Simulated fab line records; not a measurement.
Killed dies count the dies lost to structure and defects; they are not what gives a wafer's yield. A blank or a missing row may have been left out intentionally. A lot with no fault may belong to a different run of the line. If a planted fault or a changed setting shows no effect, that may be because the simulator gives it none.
fab line records -- flow nand-harc
[record] lots = 5, wafers = 15, last-day = 33
route steps=1302 shown A_CONTACT@1073 END@1302
lots untouched by any fault: they come from a run of this same line in which no faults occurred
start-h: hours from the record's opening day to when the first of the lot's shown wafers began -- wait-h: hours from the lot's prior step to this one -- " the same as in the row above -- L1.1+2: a row that stands for several wafers -- - no value, or no start given -- * or withheld: withheld -- < > ~ a bound
route shown NAME@n: names a module that has steps shown in the file, with the first one's number in the route -- usual: mean and standard deviation over wafers with no fault -- same: alike in all rows -- chamber/n: place in a boat -- sites: each site's reading -- _std_site: standard deviation of those values -- _edge_site: mean of outer sites minus mean of inner sites -- radius-mm: for every site, how far away it sits from the centre of the wafer -- mask NAME#n: copy n -- behind: the last tool/chamber to shape the wafer -- hold: cause of the lot's hold/its duration in hours/its outcome -- device: the n, p or np transistor that did not switch -- end of line: tests run on the same wafers once the route is complete -- step lacking rows: just its recipe -- killed: at the first sort, the dies lost to defects and structure; wafer yield is something else -- map: the dies of a wafer, with x for killed, . for not killed, _ for no die there
set.NAME: the run value of the setting; set.NAME@STEP: its run value at that earlier step -- model.NAME: the simulator's own value behind a step, which no gauge read
lots at selected steps of the route; one table per step, one row per wafer
services: when a tool's chamber went out of use (start-h, in hours from the record's first day, below 0 if earlier), for how many hours, and the reason
[[steps]]
[step NHARC_A_CONTACT_SOFTBAKE_03]
[recipe] temp-c = 105, time-s = 55
[step NHARC_A_CONTACT_EBR_04]
[step NHARC_A_CONTACT_EXPOSE_05]
[recipe] na = 1.35, sigma-outer = 0.8, dose-mj = 84.24, mask-id = A_CC
[step NHARC_A_CONTACT_PEB_06]
[recipe] peb-temp-c = 100, peb-time-s = 65
[step NHARC_A_CONTACT_DEVELOP_07]
[recipe] develop-time-s = 35, dev-temp-c = 23
[step NHARC_A_CONTACT_CD_MEAS_08]
[recipe] target-cd-nm = 200, landing-energy-ev = 500
[usual] cd-nm = 199.9/0.62
lot.wafer,tool,chamber,start-h,wait-h,cd-nm
L151.1,cd-sem-01,0,538.66,-,199.7
L151.2,cd-sem-01,0,538.66,-,199.6
L151.4,cd-sem-01,0,538.66,-,199.7
L156.3,cd-sem-03,0,575.37,-,199.3
L156.4,cd-sem-03,0,575.37,-,199.4
L156.5,cd-sem-03,0,575.37,-,199.1
L166.1,cd-sem-01,0,673.34,-,200.2
L166.3,cd-sem-01,0,673.34,-,200.5
L166.6,cd-sem-01,0,673.34,-,200.4
L170.4,cd-sem-01,0,719.12,-,200.3
L170.5,cd-sem-01,0,719.12,-,200.0
L170.6,cd-sem-01,0,719.12,-,200.1
L171.3,cd-sem-03,0,743.31,-,199.5
L171.4,cd-sem-03,0,743.31,-,199.6
L171.5,cd-sem-03,0,743.31,-,198.8
[step NHARC_A_CONTACT_OVL_MEAS_09]
[usual] overlay-x-nm = -0.1/0.76, overlay-y-nm = 0.3/0.86
lot.wafer,tool,chamber,start-h,wait-h,overlay-x-nm,overlay-y-nm
L151.1,overlay-02,-,538.75,-,-0.2,-0.9
L151.2,overlay-02,-,538.75,-,0.2,-0.7
L151.4,overlay-02,-,538.75,-,0.4,-0.5
L156.3,overlay-02,-,575.46,-,0.4,1.1
L156.4,overlay-02,-,575.46,-,0.4,0.8
L156.5,overlay-02,-,575.46,-,0.0,0.2
L166.1,overlay-01,-,673.43,-,1.0,0.9
L166.3,overlay-01,-,673.43,-,0.4,0.7
L166.6,overlay-01,-,673.43,-,0.6,0.8
L170.4,overlay-02,-,719.20,-,0.3,1.0
L170.5,overlay-02,-,719.20,-,0.6,0.5
L170.6,overlay-02,-,719.20,-,0.8,0.7
L171.3,overlay-01,-,743.40,-,-1.7,-0.3
L171.4,overlay-01,-,743.40,-,-1.7,0.5
L171.5,overlay-01,-,743.40,-,-2.1,-0.1
[step NHARC_A_CONTACT_INSPECT_10]
[usual] raw-defect-count = 89/34
lot.wafer,tool,chamber,start-h,wait-h,raw-defect-count
L151.1,defect-inspect-01,-,538.78,0.0,77
L151.2,defect-inspect-01,-,538.78,0.0,75
L151.4,defect-inspect-01,-,538.78,0.0,71
L156.3,defect-inspect-01,-,575.49,0.0,69
L156.4,defect-inspect-01,-,575.49,0.0,87
L156.5,defect-inspect-01,-,575.49,0.0,75
L166.1,defect-inspect-01,-,673.47,0.0,146
L166.3,defect-inspect-01,-,673.47,0.0,129
L166.6,defect-inspect-01,-,673.47,0.0,167
L170.4,defect-inspect-01,-,719.23,0.0,78
L170.5,defect-inspect-01,-,719.23,0.0,68
L170.6,defect-inspect-01,-,719.23,0.0,63
L171.3,defect-inspect-01,-,743.43,0.0,68
L171.4,defect-inspect-01,-,743.43,0.0,68
L171.5,defect-inspect-01,-,743.43,0.0,66
[step NHARC_A_CONTACT_DESCUM_13]
[recipe] time-s = 3, o2-flow-sccm = 200, ar-flow-sccm = 0, bias-power-w = 0, chemistry = O2
[usual] drypump-motor-current-A = 6.0/0.57, oes-product-au = 0.996/0.0094, rf-vpp-V = 57.7/0.87, showerhead-plenum-p-Torr = 1.91/0.085, throttle-valve-pct = 11.313/0.0087
[same] bias-power-w = 0
lot.wafer,tool,chamber,start-h,wait-h,drypump-motor-current-A,oes-product-au,rf-hours-counter-h,rf-vpp-V,showerhead-plenum-p-Torr,throttle-valve-pct
L151.1,rie-diel-03,3,538.84,0.1,5.9,1.014,24,57.0,2.07,11.312
L151.2,rie-diel-03,0,538.84,0.1,6.5,1.000,23,57.9,1.97,11.311
L151.4,rie-diel-03,2,538.84,0.1,4.9,1.017,26,57.4,1.90,11.302
L156.3,rie-diel-04,3,575.56,0.1,6.5,1.003,5,58.7,1.87,11.312
L156.4,rie-diel-04,1,575.56,0.1,6.5,0.995,7,58.1,2.07,11.317
L156.5,rie-diel-04,3,575.56,0.1,6.5,0.994,-,57.3,1.87,11.305
L166.3,rie-diel-04,0,673.53,0.1,4.8,0.992,21,57.5,1.83,11.320
L166.1,rie-diel-04,3,673.53,0.1,6.5,1.010,22,57.8,1.86,11.308
L166.6,rie-diel-04,1,673.53,0.1,6.5,0.988,-,58.8,2.06,11.309
L170.4,rie-diel-05,1,719.31,0.1,6.2,0.976,42,56.5,1.76,11.304
L170.6,rie-diel-05,3,719.31,0.1,5.7,0.999,-,57.7,1.94,11.310
L170.5,rie-diel-05,0,719.31,0.1,5.7,0.994,-,57.4,1.86,11.315
L171.3,rie-diel-04,2,743.49,0.1,6.4,1.011,6,56.0,1.88,11.324
L171.4,rie-diel-04,2,743.49,0.1,6.4,1.000,-,57.4,1.88,11.316
L171.5,rie-diel-04,1,743.49,0.1,6.4,1.002,-,57.9,2.06,11.303
[step NHARC_A_CONTACT_ETCH_88]
[recipe] target-depth-a = 390, over-etch-frac = 0.3, time-s = 65, ion-energy-ev = 80, cf4-flow-sccm = 150, ar-flow-sccm = 0, rf-w = 300, bias-w = 100, chemistry = CF4
[usual] drypump-motor-current-A = 5.9/0.58, oes-product-au = 0.997/0.0089, rf-vpp-V = 151.2/1.2, showerhead-plenum-p-Torr = 1.76/0.072, throttle-valve-pct = 13.285/0.01
lot.wafer,tool,chamber,start-h,wait-h,drypump-motor-current-A,oes-product-au,rf-hours-counter-h,rf-vpp-V,showerhead-plenum-p-Torr,throttle-valve-pct
L151.1,rie-diel-03,1,538.93,0.1,5.7,1.004,17,150.6,1.78,13.280
L151.4,rie-diel-03,2,538.93,0.1,4.9,1.011,26,150.7,1.76,13.291
L151.2,rie-diel-03,0,538.93,0.1,6.5,1.003,23,151.7,1.82,13.300
L156.3,rie-diel-04,1,575.65,0.1,6.4,0.985,7,153.3,1.90,13.272
L156.4,rie-diel-04,2,575.65,0.1,6.4,0.996,7,150.4,1.75,13.273
L156.5,rie-diel-04,3,575.65,0.1,6.5,0.995,-,151.2,1.73,13.283
L166.1,rie-diel-04,3,673.61,0.1,6.5,1.000,22,149.7,1.73,13.302
L166.3,rie-diel-04,0,673.61,0.1,4.8,1.000,21,150.4,1.70,13.275
L166.6,rie-diel-04,0,673.61,0.1,4.8,0.995,-,149.9,1.70,13.273
L170.4,rie-diel-05,0,719.38,0.1,5.7,0.988,42,150.4,1.73,13.277
L170.6,rie-diel-05,0,719.38,0.1,5.7,0.999,-,152.1,1.73,13.275
L170.5,rie-diel-05,1,719.38,0.1,6.1,0.973,-,149.8,1.64,13.308
L171.3,rie-diel-04,3,743.61,0.1,6.5,0.994,5,151.3,1.72,13.273
L171.5,rie-diel-04,2,743.61,0.1,6.4,1.006,-,150.8,1.74,13.289
L171.4,rie-diel-04,3,743.61,0.1,6.5,1.006,-,151.2,1.72,13.308
[step NHARC_A_CONTACT_ETCH_89]
[recipe] target-depth-a = 2600, over-etch-frac = 0.3, time-s = 475.3, ion-energy-ev = 200, n2-flow-sccm = 150, h2-flow-sccm = 150, ar-flow-sccm = 0, rf-w = 400, bias-w = 150, chemistry = N2/H2
[usual] drypump-motor-current-A = 5.9/0.57, oes-product-au = 0.997/0.0096, rf-vpp-V = 430.4/2.7, showerhead-plenum-p-Torr = 2.04/0.093, throttle-valve-pct = 14.170/0.0099
lot.wafer,tool,chamber,start-h,wait-h,drypump-motor-current-A,oes-product-au,rf-hours-counter-h,rf-vpp-V,showerhead-plenum-p-Torr,throttle-valve-pct
L151.1,rie-diel-03,3,-,-,5.9,1.004,24,434.9,2.21,14.153
L151.4,rie-diel-03,0,-,-,6.5,1.000,23,431.6,2.10,14.183
L151.2,rie-diel-03,1,-,-,5.7,0.994,17,431.5,2.06,14.165
L156.3,rie-diel-04,0,-,-,4.8,0.982,7,428.2,1.95,14.174
L156.4,rie-diel-04,1,-,-,6.4,0.977,7,435.7,2.21,14.172
L156.5,rie-diel-04,3,-,-,6.5,0.980,-,429.5,1.99,14.159
L166.1,rie-diel-04,3,-,-,6.4,0.997,22,428.9,1.98,14.177
L166.3,rie-diel-04,1,-,-,6.5,0.993,24,436.2,2.20,14.163
L166.6,rie-diel-04,2,-,-,6.4,1.001,-,428.7,2.01,14.165
L170.4,rie-diel-05,1,-,-,6.1,0.997,42,424.8,1.87,14.176
L170.6,rie-diel-05,1,-,-,6.1,0.989,-,427.5,1.87,14.167
L170.5,rie-diel-05,2,-,-,5.4,1.003,-,429.0,2.00,14.176
L171.3,rie-diel-04,2,-,-,6.4,0.990,6,429.1,2.01,14.181
L171.4,rie-diel-04,1,-,-,6.5,0.998,-,436.0,2.20,14.172
L171.5,rie-diel-04,3,-,-,6.4,0.991,-,428.9,1.98,14.150
[step NHARC_A_CONTACT_ETCH_30]
[recipe] target-depth-a = 726, time-s = 36.3, cf4-flow-sccm = 100, chf3-flow-sccm = 30, ar-flow-sccm = 0, rf-w = 500, bias-w = 200, chemistry = CF4/CHF3
[usual] drypump-motor-current-A = 6.0/0.56, oes-product-au = 0.933/0.021, rf-vpp-V = 370.4/2.3, showerhead-plenum-p-Torr = 1.57/0.066, throttle-valve-pct = 16.802/0.0097
lot.wafer,tool,chamber,start-h,wait-h,drypump-motor-current-A,oes-product-au,rf-hours-counter-h,rf-vpp-V,showerhead-plenum-p-Torr,throttle-valve-pct
L151.4,rie-diel-03,1,-,-,5.7,0.974,17,370.8,1.59,16.793
L151.2,rie-diel-03,3,-,-,5.9,0.969,24,375.4,1.69,16.794
L151.1,rie-diel-03,0,-,-,6.5,0.975,23,371.9,1.62,16.806
L156.3,rie-diel-04,2,-,-,6.4,0.932,7,370.1,1.56,16.803
L156.4,rie-diel-04,3,-,-,6.5,0.932,6,369.3,1.54,16.789
L156.5,rie-diel-04,1,-,-,6.4,0.921,-,373.9,1.69,16.798
L166.1,rie-diel-04,2,-,-,6.4,0.932,25,370.0,1.55,16.804
L166.3,rie-diel-04,0,-,-,4.8,0.923,21,369.2,1.51,16.815
L166.6,rie-diel-04,2,-,-,6.4,0.925,-,369.8,1.55,16.794
L170.4,rie-diel-05,3,-,-,5.7,0.907,40,372.6,1.60,16.829
L170.5,rie-diel-05,2,-,-,5.4,0.916,-,368.5,1.54,16.808
L170.6,rie-diel-05,3,-,-,5.8,0.914,-,371.6,1.60,16.794
L171.3,rie-diel-04,3,-,-,6.4,0.918,5,369.7,1.53,16.819
L171.5,rie-diel-04,2,-,-,6.4,0.925,-,370.0,1.55,16.806
L171.4,rie-diel-04,3,-,-,6.4,0.923,-,370.6,1.53,16.801
[step NHARC_A_CONTACT_ETCH_31]
[recipe] target-depth-a = 28000, over-etch-frac = 0.3, time-s = 728, ion-energy-ev = 150, o2-flow-sccm = 400, cos-flow-sccm = 20, ar-flow-sccm = 0, rf-w = 500, bias-w = 300, chemistry = O2/COS
[usual] drypump-motor-current-A = 6.0/0.56, oes-product-au = 0.996/0.0092, rf-vpp-V = 314.1/2, showerhead-plenum-p-Torr = 3.11/0.13, throttle-valve-pct = 28.329/0.0087
lot.wafer,tool,chamber,start-h,wait-h,drypump-motor-current-A,oes-product-au,rf-hours-counter-h,rf-vpp-V,showerhead-plenum-p-Torr,throttle-valve-pct
L151.2,rie-diel-03,1,539.61,-,5.7,0.993,17,315.3,3.15,28.326
L151.4,rie-diel-03,2,539.61,-,4.9,1.011,27,314.2,3.11,28.320
L151.1,rie-diel-03,3,539.61,-,5.9,0.998,24,316.4,3.36,28.322
L156.3,rie-diel-04,2,576.15,-,6.4,0.999,7,314.7,3.09,28.322
L156.4,rie-diel-04,0,576.15,-,4.9,0.986,7,313.2,3.00,28.332
L156.5,rie-diel-04,2,576.15,-,6.4,1.004,-,313.7,3.09,28.318
L166.1,rie-diel-04,1,674.12,-,6.4,0.986,24,318.3,3.35,28.333
L166.3,rie-diel-04,0,674.12,-,4.9,0.810,21,312.4,2.99,28.337
L166.6,rie-diel-04,1,674.12,-,6.5,0.985,-,317.1,3.35,28.334
L170.4,rie-diel-05,0,722.64,-,5.7,0.995,44,312.1,3.05,28.323
L170.5,rie-diel-05,0,722.64,-,5.7,1.009,-,313.9,3.05,28.342
L170.6,rie-diel-05,1,722.64,-,6.2,0.988,-,309.9,2.89,28.332
L171.3,rie-diel-04,1,744.20,-,6.4,1.011,6,317.5,3.34,28.332
L171.4,rie-diel-04,1,744.20,-,6.5,0.999,-,318.1,3.34,28.311
L171.5,rie-diel-04,3,744.20,-,6.5,0.998,-,315.0,3.04,28.339
[step NHARC_A_CONTACT_ETCH_134]
[recipe] source-w = withheld, pressure-mtorr = 20, bias-v = withheld, time-s = 140, target-depth-a = 7000, ar-flow-sccm = withheld, c4f8-flow-sccm = withheld, o2-flow-sccm = withheld, chemistry = C4F8/O2/Ar
[usual] oes-air-line-au = 0.999/0.018
lot.wafer,tool,chamber,start-h,wait-h,oes-air-line-au,rf-hours-counter-h
L151.1,har-cap-etch-01,0,540.09,-,1.008,6
L151.2,har-cap-etch-01,1,540.09,-,1.011,6
L151.4,har-cap-etch-01,0,540.09,-,1.003,-
L156.3,har-cap-etch-03,0,576.74,-,0.976,-
L156.4,har-cap-etch-03,1,576.74,-,1.029,-
L156.5,har-cap-etch-03,1,576.74,-,0.997,-
L166.1,har-cap-etch-02,1,674.69,-,0.996,120
L166.3,har-cap-etch-02,0,674.69,-,1.022,-
L166.6,har-cap-etch-02,0,674.69,-,1.008,-
L170.4,har-cap-etch-03,0,723.23,-,1.001,-
L170.5,har-cap-etch-03,0,723.23,-,0.998,-
L170.6,har-cap-etch-03,1,723.23,-,0.994,-
L171.3,har-cap-etch-02,1,744.90,-,0.998,-
L171.4,har-cap-etch-02,0,744.90,-,0.992,-
L171.5,har-cap-etch-02,1,744.90,-,0.979,-
[step NHARC_END_SORT_01]
[recipe] temp-c = 25
[usual] killed-at-array = 65/19, killed-at-other = 0.9/1.1, killed-at-periphery = 3.5/2.3, killed-dies = 69/19, killed-open = 3.2/1.8, killed-short = 2.4/1.5
[same] gross-dies = 677
lot.wafer,tool,chamber,start-h,wait-h,killed-at-array,killed-at-other,killed-at-periphery,killed-dies,killed-open,killed-short
L166.3,prober-02,0,728.03,3.1,673,0,4,677,4,2
// killed by level:class
L166.3 A_CONTACT:area-etch=581 A_SLIT:chamber-film-flake=37 A_CHANNEL_HOLE_D1:chamber-film-flake=31 A_CHANNEL_HOLE_D2:chamber-film-flake=17 A_STAIRCASE:chamber-film-flake=2 P_M0:geometric-particle:open=1 P_M1:geometric-particle:open=1 P_M1:geometric-particle:short=1
// map L166.3 (x killed, . not)
____________x____________
_________xxxxxxx_________
_______xxxxxxxxxxx_______
______xxxxxxxxxxxxx______
_____xxxxxxxxxxxxxxx_____
____xxxxxxxxxxxxxxxxx____
____xxxxxxxxxxxxxxxxx____
___xxxxxxxxxxxxxxxxxxx___
___xxxxxxxxxxxxxxxxxxx___
__xxxxxxxxxxxxxxxxxxxxx__
__xxxxxxxxxxxxxxxxxxxxx__
_xxxxxxxxxxxxxxxxxxxxxxx_
_xxxxxxxxxxxxxxxxxxxxxxx_
_xxxxxxxxxxxxxxxxxxxxxxx_
_xxxxxxxxxxxxxxxxxxxxxxx_
_xxxxxxxxxxxxxxxxxxxxxxx_
xxxxxxxxxxxxxxxxxxxxxxxxx
xxxxxxxxxxxxxxxxxxxxxxxxx
xxxxxxxxxxxxxxxxxxxxxxxxx
xxxxxxxxxxxxxxxxxxxxxxxxx
xxxxxxxxxxxxxxxxxxxxxxxxx
_xxxxxxxxxxxxxxxxxxxxxxx_
_xxxxxxxxxxxxxxxxxxxxxxx_
_xxxxxxxxxxxxxxxxxxxxxxx_
_xxxxxxxxxxxxxxxxxxxxxxx_
_xxxxxxxxxxxxxxxxxxxxxxx_
__xxxxxxxxxxxxxxxxxxxxx__
__xxxxxxxxxxxxxxxxxxxxx__
___xxxxxxxxxxxxxxxxxxx___
___xxxxxxxxxxxxxxxxxxx___
____xxxxxxxxxxxxxxxxx____
____xxxxxxxxxxxxxxxxx____
_____xxxxxxxxxxxxxxx_____
______xxxxxxxxxxxxx______
_______xxxxxxxxxxx_______
_________xxxxxxx_________
____________x____________
// map L156.5 (x killed, . not)
____________.____________
_________......._________
_______.......x..._______
______.........x...______
_____.....x........._____
____.................____
____.........x.......____
___...................___
___...................___
__............x........__
__.....................__
_..........x............_
_...........x.........x._
_.........x............._
_..........xxx.........._
_.......x...x.........x._
..........x..............
.......x.x.x.............
x....x.x.x...............
.......x.xx.x............
.....x.xxxxx.........x...
_....xxxxxx...x........._
_...x.xxxxxxx..........._
_......xxxx.x..........._
_....xx.xx.............._
_........x..x.x........x_
__....x.x.xx...........__
__........x............__
___......x............___
___...................___
____..x.x............____
____.............x...____
_____..x............_____
______.......x.....______
_______..........._______
_________......._________
____________.____________
[[services]]
tool,chamber,start-h,hours,kind
rie-diel-04,-,531.90,9.0,pm
rie-diel-04,0,531.90,9.0,vent-cycle
rie-diel-04,1,531.90,9.0,vent-cycle
rie-diel-04,2,531.90,9.0,vent-cycle
rie-diel-04,3,531.90,9.0,vent-cycle
rie-diel-04,0,540.90,-,clean
rie-diel-04,1,540.90,-,clean
rie-diel-04,2,540.90,-,clean
rie-diel-04,3,540.90,-,clean
rie-diel-04,3,553.18,5.9,repair
rie-diel-04,0,565.40,-,clean
rie-diel-04,1,565.40,-,clean
rie-diel-04,-,581.88,0.7,repair
rie-diel-05,-,584.74,9.0,pm
rie-diel-03,0,606.54,6.3,repair
rie-diel-04,1,637.44,7.2,repair
rie-diel-03,-,638.00,9.0,pm
rie-diel-05,-,650.31,0.5,repair
rie-diel-04,0,663.33,5.6,repair
rie-diel-04,0,674.89,6.6,repair
rie-diel-05,1,698.23,15.0,repair
rie-diel-04,-,708.90,9.0,pm
rie-diel-03,2,723.05,8.7,repair
rie-diel-04,0,737.03,12.1,repair
[[key]]
[first-sign] step = NHARC_A_CONTACT_ETCH_31, reading = oes-product-au, direction = down, sigmas = 20, usual = 0.996, struck = 0.810
[effect] step = NHARC_END_SORT_01, reading = killed-at-array, direction = up, sigmas = 32, usual = 65, struck = 673
[more-kills-born-at] NHARC_A_CONTACT_ETCH_31@rie-diel-04 = 581
met-at NHARC_A_CONTACT_ETCH_31
struck-wafers L166.3
later-rows-left-out L166.3
tester-left-out L166
onset-between 576.15 674.12
[fault] kind = process-parameter-drift, tool = rie-diel-04, chamber = 0, onset-h = 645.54, steps = NHARC_A_CONTACT_ETCH_31, channel = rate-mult, offset = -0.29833, shape = step, end-h = 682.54
// tester-left-out: of these lots the tester's yield and bins aren't shown, on N5 and GAA mostly nor the transistor test; their killed dies are dies lost to structure and defects alone, not to doping, threshold or leakage, so they don't give the yield
// later-rows-left-out: the simulator's readings of these wafers behind a module that went badly wrong aren't trusted and aren't shown, but for the sort
